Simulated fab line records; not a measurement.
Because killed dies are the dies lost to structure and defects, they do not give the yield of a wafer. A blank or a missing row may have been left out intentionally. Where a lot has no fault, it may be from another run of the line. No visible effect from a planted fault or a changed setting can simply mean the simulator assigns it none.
Split-lot study + flow n5_finfet + 21 wafers read across 7 lots, on a route 1938 steps long

== ON THE SPLIT ==
At N5_SD_ACTIVATION_LSA_01 (time 0.0008 s), the setting temp_c was moved away from the recipe's 1080 C on 4 of the 21 wafers read, by -1.7% to +1.8%. This setting was run at the recipe's value on the other wafers.

No step appears in the file between the split and the reading.

== THE READING ==
RS_SD_N in ohm/sq, measured at N5_SD_ACTIVATION_RS_MEAS_03 by four-point-probe. Typical for fault-free wafers on this fab line: 21.89 ohm/sq, with standard deviation 0.28 ohm/sq.

| wafer  | tool, chamber at the split | temp_c as run, C | against the recipe | RS_SD_N, ohm/sq | against lot-mates on the recipe |
|--------|----------------------------|------------------|--------------------|-----------------|---------------------------------|
| L076.1 | laser_anneal-02, 0         | 1080             | recipe             | 21.54           | -                               |
| L076.3 | laser_anneal-02, 0         | 1099             | +1.8%              | 19.52           | -2.11                           |
| L076.4 | laser_anneal-02, 0         | 1080             | recipe             | 21.73           | -                               |
| L079.2 | laser_anneal-01, 0         | 1080             | recipe             | 21.68           | -                               |
| L079.4 | laser_anneal-01, 0         | 1080             | recipe             | 22.08           | -                               |
| L079.6 | laser_anneal-01, 0         | 1080             | recipe             | 21.95           | -                               |
| L080.4 | laser_anneal-01, 0         | 1080             | recipe             | 21.62           | -                               |
| L080.5 | laser_anneal-01, 0         | 1080             | recipe             | 21.56           | -                               |
| L080.6 | laser_anneal-01, 0         | 1080             | recipe             | 21.71           | -                               |
| L081.1 | laser_anneal-02, 0         | 1062             | -1.7%              | 24.00           | +1.93                           |
| L081.3 | laser_anneal-02, 0         | 1080             | recipe             | 21.90           | -                               |
| L081.6 | laser_anneal-02, 0         | 1080             | recipe             | 22.25           | -                               |
| L089.1 | laser_anneal-02, 0         | 1080             | recipe             | 21.89           | -                               |
| L089.4 | laser_anneal-02, 0         | 1080             | recipe             | 21.75           | -                               |
| L089.5 | laser_anneal-02, 0         | 1080             | recipe             | 21.55           | -                               |
| L093.1 | laser_anneal-02, 0         | 1080             | recipe             | 22.36           | -                               |
| L093.2 | laser_anneal-02, 0         | 1080             | recipe             | 22.36           | -                               |
| L093.5 | laser_anneal-02, 0         | 1080             | recipe             | 22.40           | -                               |
| L094.1 | laser_anneal-01, 0         | 1091             | +1.0%              | 20.23           | -1.29                           |
| L094.2 | laser_anneal-01, 0         | 1080             | recipe             | 21.52           | -                               |
| L094.4 | laser_anneal-01, 0         | 1091             | +1.0%              | 20.51           | -1.01                           |

FIT RESULTS
A straight line over all 21 wafers: RS_SD_N changes by -1.35 ohm/sq for each +1% of temp_c; r = -0.95; the points scatter about the line by 0.29 ohm/sq.
The same after taking each lot's own level away (the mean of its wafers on the recipe; 21 wafers): -1.17 ohm/sq for each +1%; r = -0.99; scatter 0.12 ohm/sq.
Per that fit: largest temp_c move, reading shift of 2.1 ohm/sq.
Measured against the standard deviation above, the lots' own levels, which go from 21.520 to 22.373 ohm/sq, span 3.0 times it.
So the slope is not independent of the lot-to-lot level: the two fits are not the same.
Check: -2.01 ohm/sq against its lot-mates is what the line predicts for one of the wafers moved furthest among these (+1.8%) when that wafer is left out of the fit. Against them it came out at -2.11 ohm/sq.
Tool readings at the split's step, against how far the setting was moved: wafer_temp_C_max r = +1.00.

== THESE WAFERS: OTHER SPLITS ==
Before the reading, these wafers also passed through other splits. Each is held against what the fit with the lots' levels taken away leaves over:
| other split on the same wafers       | wafers away from the commonest value | r with RS_SD_N (lot level and that fit taken away) |
|--------------------------------------|--------------------------------------|----------------------------------------------------|
| N5_SD_EPI_P_EPI_21 epi_growth_time_s | 9                                    | -0.01                                              |

== THE WHOLE CHAIN: every reading that the file lists as answering this split, in the file's order ==
| step                        | what it does                 | reading          | change (the file's fit)              | r (the file's) |
|-----------------------------|------------------------------|------------------|--------------------------------------|----------------|
| N5_SD_ACTIVATION_LSA_01     | time 0.0008 s                | wafer_temp_C_max | withheld for each +1% of the setting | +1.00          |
| N5_SD_ACTIVATION_RS_MEAS_03 | measures by four-point-probe | RS_SD_N          | -1.17 for each +1% of the setting    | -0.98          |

== THE FILE'S OWN FIT ==
RS_SD_N changes by -1.17 ohm/sq for each +1% of temp_c, r = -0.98.
